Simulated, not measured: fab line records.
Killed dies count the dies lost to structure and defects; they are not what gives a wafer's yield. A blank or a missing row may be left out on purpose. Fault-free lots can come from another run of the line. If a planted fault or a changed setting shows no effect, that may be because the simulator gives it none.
Matching of chambers | flow nandHarc | NHARC_A_STAIRCASE_DEP_259 on pecvd-01: 3 sister chambers
The step deposits SiON, target thk 30 nm. 24 wafers are shown with their chamber, then 12 later ones without.

== WAFERS WITH THEIR CHAMBER ==
wafer  | chamber | heaterPowerW (W) | susceptorTempC (C)
L077.2 | 1       | 740              | 399.95
L077.3 | 2       | 715              | 400.12
L077.6 | 0       | 701              | 400.17
L080.4 | 1       | 778              | 399.61
L080.5 | 0       | 778              | 400.25
L080.6 | 2       | 615              | 400.13
L082.1 | 1       | 790              | 399.92
L082.4 | 1       | 804              | 399.81
L082.5 | 2       | 600              | 399.87
L084.3 | 0       | 753              | 399.97
L084.4 | 1       | 789              | 399.96
L084.6 | 2       | 601              | 399.89
L086.2 | 2       | 643              | 400.08
L086.3 | 1       | 830              | 399.99
L086.5 | 1       | 826              | 400.09
L087.4 | 0       | 692              | 399.69
L087.5 | 2       | 652              | 400.17
L087.6 | 1       | 726              | 399.53
L085.2 | 2       | 668              | 400.21
L085.3 | 1       | 798              | 399.89
L085.6 | 2       | 655              | 399.92
L088.2 | 2       | 622              | 399.50
L088.4 | 2       | 632              | 399.85
L088.5 | 0       | 722              | 399.97

SIGNATURES, as means of the wafers listed above
reading        | chamber 0 | chamber 1 | chamber 2 | scatter within a chamber
heaterPowerW   | 729.20    | 786.78    | 640.30    | 35.1
susceptorTempC | 400.0100  | 399.8611  | 399.9740  | 0.203
Rule: distance of a wafer from a chamber = root of the sum over the readings of ((wafer's reading minus chamber's mean) / reading's scatter) squared. The wafer belongs to the nearest chamber; if the next one is less than 2 further off, it can't be placed. The scatter: take each reading less its chamber's mean, square it, sum over the shown wafers, divide by the number of wafers less the number of chambers, and take the root.

== WAFERS WITHOUT THEIR CHAMBER ==
wafer  | heaterPowerW (W) | susceptorTempC (C)
L091.4 | 816              | 400.05
L091.5 | 727              | 399.66
L091.6 | 737              | 400.41
L092.3 | 678              | 399.87
L092.4 | 684              | 399.90
L092.6 | 747              | 400.15
L095.1 | 726              | 400.10
L095.5 | 810              | 399.65
L095.6 | 708              | 399.98
L097.1 | 767              | 400.08
L097.3 | 693              | 400.21
L097.6 | 806              | 399.89

== CHAMBER TAKEN BY EACH ==
wafer  | from the rows above          | in truth
L091.4 | can't be placed: 1 or 0      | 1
L091.5 | can't be placed: 0 or 1 or 2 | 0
L091.6 | can't be placed: 0 or 1 or 2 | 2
L092.3 | can't be placed: 2 or 0 or 1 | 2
L092.4 | can't be placed: 2 or 0 or 1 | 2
L092.6 | can't be placed: 0 or 1      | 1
L095.1 | can't be placed: 0 or 1      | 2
L095.5 | can't be placed: 1 or 0      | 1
L095.6 | can't be placed: 0 or 2 or 1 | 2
L097.1 | can't be placed: 0 or 1      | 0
L097.3 | can't be placed: 0 or 2 or 1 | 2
L097.6 | can't be placed: 1 or 0      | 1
Correct placement for 0 of the 12. Unplaceable from these rows: 12, with the true chamber sitting among the candidates in 11. Placed wrongly: 0.
